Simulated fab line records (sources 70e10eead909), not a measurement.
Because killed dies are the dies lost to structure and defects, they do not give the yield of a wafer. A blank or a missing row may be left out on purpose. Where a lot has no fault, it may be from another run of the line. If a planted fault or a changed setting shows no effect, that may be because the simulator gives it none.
Comparing a struck lot with a sound one / flow nand-harc / 43 out of 1159 route steps
Sound: these wafers, L109.1, L109.4, L109.6. Struck: wafers L124.2, L124.5, L124.6. Last of all comes the cause.
Order at every step that has rows: each side's tool, ch and its chambers, its first start. Under that, the readings that differ: sound wafers / struck wafers / difference of the means / sigmas: that difference in standard deviations of wafers without a fault.
alike: readings with means less than 2 such deviations apart, plus words and numbers identical on both sides. not compared: withheld readings, readings lacking a value on some wafer, bounds such as >300 that could conceal the same value, and numbers that have no deviation in the record and whose values overlap.
The two part at a step that has a row with sigmas, a row that says differs or no value, or rows on one side only. Numbers that have no deviation but don't overlap get no sigmas and don't part them. A reading missing from all wafers of one side parts the sides only when that side holds two or more wafers.

first, 4 steps without rows for these wafers: NHARC_A_CONTACT_EBR_65; NHARC_A_CONTACT_EXPOSE_66 (exposes mask A CC 2); NHARC_A_CONTACT_PEB_67 (peb time 65 s); NHARC_A_CONTACT_DEVELOP_68 (develop time 35 s).
NHARC_A_CONTACT_CD_MEAS_69: target cd 200 nm.
  sound on cd-sem-02 ch 0, day 16 17:24; struck on cd-sem-02 ch 0, day 20 15:40
  alike: cd-nm
NHARC_A_CONTACT_OVL_MEAS_70:
  struck on overlay-01, day 20 15:45; sound on overlay-01, day 16 17:31
reading=overlay-x-nm (nm); sound=-2.3 -2.7 -2.5; struck=0.5 0.1 -0.1; difference=+2.7; sigmas=+3
  alike: overlay-y-nm
NHARC_A_CONTACT_INSPECT_71:
  struck on defect-inspect-01, day 20 15:47; sound on defect-inspect-01, day 16 17:32
reading=raw-defect-count; sound=22 23 11; struck=46 45 51; difference=+29; sigmas=+2
then, 1 step without rows for these wafers: NHARC_A_CONTACT_DESCUM_74 (chemistry O2, time 3 s).
NHARC_A_CONTACT_ETCH_75: etches the open film in CF4, target depth 39 nm, time 65 s.
  sound on rie-diel-12 ch 0,2,3, day 16 17:42; struck on rie-diel-11 ch 0,1,3, day 20 15:57
  alike: drypump-motor-current-A, oes-product-au, rf-vpp-V, showerhead-plenum-p-Torr, throttle-valve-pct
  not compared: rf-hours-counter-h
then, 3 steps without rows for these wafers: NHARC_A_CONTACT_ETCH_76 (etches the open film in N2/H2, target depth 260 nm, time 475.3 s); NHARC_A_CONTACT_ETCH_77 (etches the open film in CF4/CHF3, target depth 72.6 nm, time 36.3 s); NHARC_A_CONTACT_ETCH_78 (etches the open film in O2/COS, target depth 2800 nm, time 728 s).
NHARC_A_CONTACT_ETCH_124: etches the open film in C4F8/O2/Ar, time 140 s, target depth 700 nm.
  sound on har-cap-etch-01 ch 0,1, day 16 20:09; struck on har-cap-etch-01 ch 0,1, day 20 17:01
  not compared: rf-hours-counter-h
then, 2 steps without rows for these wafers: NHARC_A_CONTACT_ETCH_125 (etches the open film in C4F8/O2/Ar, time 155 s, target depth 956 nm); NHARC_A_CONTACT_ETCH_126 (etches the open film in C4F8/O2/Ar, time 155 s, target depth 956 nm).
NHARC_A_CONTACT_ETCH_127: etches the open film in C4F8/O2/Ar, time 155 s, target depth 956 nm.
  sound on har-cap-etch-01 ch 0,1, day 16 20:38; struck on har-cap-etch-01 ch 0,1, day 20 17:30
  not compared: rf-hours-counter-h
then, 2 steps without rows for these wafers: NHARC_A_CONTACT_ETCH_128 (etches the open film in C4F8/O2/Ar, time 155 s, target depth 956 nm); NHARC_A_CONTACT_ETCH_129 (etches the open film in C4F8/O2/Ar, time 155 s, target depth 956 nm).
NHARC_A_CONTACT_ETCH_130: etches the open film in C4F8/O2/Ar, time 155 s, target depth 956 nm.
  sound on har-cap-etch-01 ch 0,1, day 16 21:04; struck on har-cap-etch-01 ch 0,1, day 20 17:55
  not compared: rf-hours-counter-h
then, 1 step without rows for these wafers: NHARC_A_CONTACT_ETCH_131 (etches the open film in C4F8/O2/Ar, time 155 s, target depth 956 nm).
NHARC_A_CONTACT_ETCH_132: etches the open film in C4F8/O2/Ar, time 156 s, target depth 958 nm.
  sound on har-cap-etch-01 ch 0,1, day 16 21:21; struck on har-cap-etch-01 ch 0,1, day 20 18:12
  not compared: rf-hours-counter-h
then, 2 steps without rows for these wafers: NHARC_A_CONTACT_ETCH_133 (etches the open film in C4F8/O2/Ar, time 195 s, target depth 840 nm); NHARC_A_CONTACT_ETCH_91 (etches the open film in CH3F/O2, target depth 40 nm, time 85.7 s).
NHARC_A_CONTACT_ETCH_97: etches the open film in C4F6/O2, target depth 20 nm, time 10 s.
  sound on rie-diel-11 ch 0,1,2; struck on rie-diel-11 ch 2,3
reading=oes-product-au (a.u.); sound=0.974 0.992 0.994; struck=0.955 0.954 0.927; difference=-0.041; sigmas=-2
  alike: drypump-motor-current-A, o2-flow-sccm, rf-vpp-V, showerhead-plenum-p-Torr, throttle-valve-pct
  not compared: rf-hours-counter-h
NHARC_A_CONTACT_CD_MEAS_80:
  struck on cd-sem-01, day 20 19:06; sound on cd-sem-02, day 16 22:17
  alike: cd-nm
then, 17 steps without rows for these wafers: NHARC_A_CONTACT_STRIP_103 (strips in N2/H2); NHARC_A_CONTACT_STRIP_104 (strips in CF4/CHF3); NHARC_A_CONTACT_STRIP_105 (strips in O2/COS); NHARC_A_CONTACT_ETCH_106 (etches the open film in CF4/O2, target depth 60 nm, overetch 6 nm, time 33 s); NHARC_A_CONTACT_STRIP_82 (strips in O2); NHARC_A_CONTACT_STRIP_83 (strips in post etch residue remover, time 600 s); NHARC_A_CONTACT_DEP_84 (deposits aC, target thk 2000 nm); NHARC_A_CONTACT_DEP_85 (deposits SiON, target thk 50 nm); NHARC_A_CONTACT_DEHYDRATE_00 (time 120 s); NHARC_A_CONTACT_HMDS_01 (time 30 s); NHARC_A_CONTACT_COAT_86 (time 75 s); NHARC_A_CONTACT_COAT_87 (time 65 s); NHARC_A_CONTACT_COAT_02 (resist thk 90 nm); NHARC_A_CONTACT_SOFTBAKE_03 (time 55 s); NHARC_A_CONTACT_EBR_04; NHARC_A_CONTACT_EXPOSE_05 (exposes mask A CC); NHARC_A_CONTACT_PEB_06 (peb time 65 s).
-- the record jumps here: 3 days lie between the struck wafers' starts before and after (it left off in module A_CONTACT and takes up again in module END, whose first step shown is number 1159 of the route) --
NHARC_END_SORT_01:
  here the record holds rows for the struck wafers (prober-01 ch 0, day 23 22:43) but none for the sound ones

== WHERE THEY PART ==
Last at NHARC_END_SORT_01 as far as this record goes, first at NHARC_A_CONTACT_OVL_MEAS_70.

WHY: what the simulator had put in
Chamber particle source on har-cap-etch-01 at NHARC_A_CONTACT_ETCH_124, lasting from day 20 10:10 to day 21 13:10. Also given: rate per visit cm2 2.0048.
